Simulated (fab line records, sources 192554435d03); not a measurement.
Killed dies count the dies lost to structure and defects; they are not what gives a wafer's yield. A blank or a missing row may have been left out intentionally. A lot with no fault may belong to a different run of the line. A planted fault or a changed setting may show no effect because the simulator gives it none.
Code-filled problem report in 8D (eight disciplines) form :: flow n5-finfet :: the parts of the form that need people (team, actions taken, sign-off) are left out

== 1. THE ISSUE ==
M15_ILD_THK at N5_BEOL_M15_THK_MEAS_01 reads a mean of 1352 nm on 3 wafers of 2 lots; wafers without a fault read 1622 nm with a standard deviation of 24. Relative to the usual mean, that is a shift of -11 standard deviations.
First seen on wafer L249.4, day 12 00:55, on film-metro-02. The record holds 32 wafers of 12 lots with a number at this step. Rule for "out", or "out of limits": more than 4 standard deviations from the usual mean. The other wafers with a number count as sound.

== 2. WHAT IT IS; WHAT IT IS NOT ==
question: which readings at this step
is: M15_ILD_THK
is not: -

question: which lots
is: L249, L256
is not: L247, L250, L259, L260, L261, L263, L266, L267, L268, L269

question: which wafers of those lots
is: L249.4, L249.5, L256.4
is not: L249.3, L256.1, L256.3

question: read on which gauges
is: film-metro-02
is not: film-metro-01

question: when
is: from day 12 00:55
is not: up to then (6 sound wafers); but 23 sound wafers of L256, L259, L260, L261, L263, L266, L267, L268, L269 came after

== 3. THE SUSPECTS, EACH WITH WHAT RULES IT OUT ==
Counting: if a tool at a process step up to the reading ran every lot that is out, it stays a suspect. Sound lots after the first of them don't rule it out here, since some wafers of a struck lot are sound.
- the gauge at N5_BEOL_M15_THK_MEAS_01 has been ruled out. All the wafers that are out were read on film-metro-02, but those of them that N5_BEOL_M15_ILD_DEP_00 has rows for are out there too, on other tools.
- pvd-sputter-03 at N5_BEOL_M14_SPUTTER_45 (material Cu, target thk 100 nm, time 16.67 s): kept. It ran every lot that is out, first L249 (day 11 23:35); its last sound lot up to then is L247 (day 11 03:04).
- pecvd-02 at N5_BEOL_M15_ILD_DEP_00 (deposits SiO2 from TEOS/O2, target thk 1629.3 nm, time 346.1 s): kept. It ran every lot that is out, first L249 (day 12 00:40); its last sound lot up to then is L250 (day 11 21:44). Its own run-length-s readings are out on those wafers.
The count leaves pecvd-02 at N5_BEOL_M15_ILD_DEP_00 and pvd-sputter-03 at N5_BEOL_M14_SPUTTER_45.

== 4. THE CAUSE (what the simulator had put in) ==
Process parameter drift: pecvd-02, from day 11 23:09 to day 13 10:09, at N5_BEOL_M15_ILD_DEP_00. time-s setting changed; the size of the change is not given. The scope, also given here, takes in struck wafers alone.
2 suspects survive the count, and this tool is in that group.

== 5. THE EFFECT CHAIN, in route order ==
Each row: a reading where the mean over the struck wafers with a number is more than 3 standard deviations away from the usual. Readings are gone through only where the record gives a usual standard deviation; hours: the median, over the lots, of the time from a lot's start at the first step in this table giving one to that lot's start at this step; sigmas: the change measured in usual standard deviations.
hours: 0
step: N5_BEOL_M15_ILD_DEP_00
reading: run-length-s
usual: 389.2 s
on struck wafers: 330.5
change: -58.7
sigmas: -79

hours: 0
step: N5_BEOL_M15_THK_MEAS_01
reading: M15_ILD_THK
usual: 1622 nm
on struck wafers: 1352
change: -270
sigmas: -11
The process steps in it:
- N5_BEOL_M15_ILD_DEP_00: deposits SiO2 from TEOS/O2, target thk 1629.3 nm, time 346.1 s.
Later measuring or inspecting steps at which every struck wafer that the step has a row for has a number for every such reading, and none has moved that far: N5_BEOL_M15_CD_MEAS_10.

== 6. WHAT WOULD HAVE CAUGHT IT SOONER ==
The first out-of-limits reading at a measuring or inspecting step in this record came at day 12 00:55, 2 hours after the fault's start at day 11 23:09.
Tool's own readings at N5_BEOL_M15_ILD_DEP_00, run-length-s: out on all struck wafers the step has rows for; an alarm limit on them would have tripped on the first.
Of the lots that are out (2), L256 began N5_BEOL_M15_ILD_DEP_00 on pecvd-02 after day 12 00:55. Holding the tool at that time would have saved it.
